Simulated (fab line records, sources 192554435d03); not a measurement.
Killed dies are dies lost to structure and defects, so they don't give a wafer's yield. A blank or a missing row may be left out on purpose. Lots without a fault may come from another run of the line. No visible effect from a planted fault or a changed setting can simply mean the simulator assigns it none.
One fault seen from 2 desks    flow n5Finfet    each desk holds nothing but its own numbers, with what lay behind them at the end

== FROM THE METROLOGY DESK ==
Lot by lot, what the gauges showed, no matter which tool ran the lot: averages of those sampled wafers that carry a number. Any lot whose mean is over 4 standard deviations away from the usual mean is out of limits and marked OUT; that distance is given in the brackets. 7 of its 11 readings are shown, namely those furthest out on some lot.
Columns: A = HK_THK at N5_HKMG_FIN_THK_MEAS_70, usual 1.602 nm; B = DIBL_N at N5_BEOL_M4_RC_MEAS_101, usual 37.5 mV/V; C = DIBL_P at N5_BEOL_M4_RC_MEAS_101, usual 38 mV/V; D = IOFF_N at N5_BEOL_M4_RC_MEAS_101, usual 0.19 nA/um; E = SS_N at N5_BEOL_M4_RC_MEAS_101, usual 72.0 mV/dec; F = SS_P at N5_BEOL_M4_RC_MEAS_101, usual 73.7 mV/dec; G = VT_N at N5_BEOL_M4_RC_MEAS_101, usual 248 mV
lot   first seen here  A      B     C   D     E     F     G
L506  day 4 09:49      1.604  37.3  39  0.18  72.4  73.8  251
L508  day 4 18:53      1.592  35.4  36  0.15  71.4  72.7  252
L509  day 5 02:17      1.591  38.7  40  0.23  72.1  73.9  245
L510  day 5 12:02      1.586  32.7  32  0.11  70.2  72.1  254
L515  day 6 20:15      1.602  36.7  38  0.21  72.2  73.9  244
L521  day 8 04:35      1.571  36.9  38  0.16  72.0  73.8  251
L522  day 8 08:52      1.605  37.8  37  0.18  72.1  73.5  250
L524  day 8 22:27      1.614  36.9  36  0.18  71.9  73.7  247
L527  day 9 14:38      1.596  36.6  38  0.17  72.0  73.9  251
L528  day 10 01:25     1.595  36.3  38  0.17  72.5  73.6  250
This desk's finding: nothing out of limits on any of the 10 lots.

== AT THE TOOL OWNER'S DESK: lithoTrack-02 ==
The tool's own readings at N5_HKMG_FIN_COAT_66 (time 60 s, resist thk 300 nm): means of the sampled wafers that have a number, for each lot that ran on this tool. Any lot whose mean is over 4 standard deviations away from the usual mean is out of limits and marked OUT; that distance is given in the brackets.
Columns: A = runLengthS at N5_HKMG_FIN_COAT_66, usual 66.21 s
lot   first seen here  A
L508  day 4 22:19      66.27
L509  day 5 05:55      66.09
L510  day 5 15:21      66.17
L515  day 6 23:32      66.14
L521  day 8 08:17      69.46 (+25) OUT
L522  day 8 12:23      69.48 (+25) OUT
This desk's verdict: out of limits on L521, L522, starting with L521 at day 8 08:17 (runLengthS at N5_HKMG_FIN_COAT_66). L508, L509, L510, L515: within limits.

== BROUGHT TOGETHER ==
An alarm could have come from the tool owner's desk at day 8 08:17, on L521, L522.
Nothing out of limits was seen by the metrology desk.
The metrology desk has L521, L522 on record, within its limits.
Every lot named ran N5_HKMG_FIN_COAT_66 on lithoTrack-02.

== WHAT THE SIMULATOR HAD INSERTED ==
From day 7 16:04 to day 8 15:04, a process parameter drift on lithoTrack-02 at N5_HKMG_FIN_COAT_66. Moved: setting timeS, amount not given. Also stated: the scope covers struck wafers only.
Struck lots among those shown: L521, L522.
Time in hours from fault onset to the first out-of-limits reading at each desk: the tool owner's desk, 16.
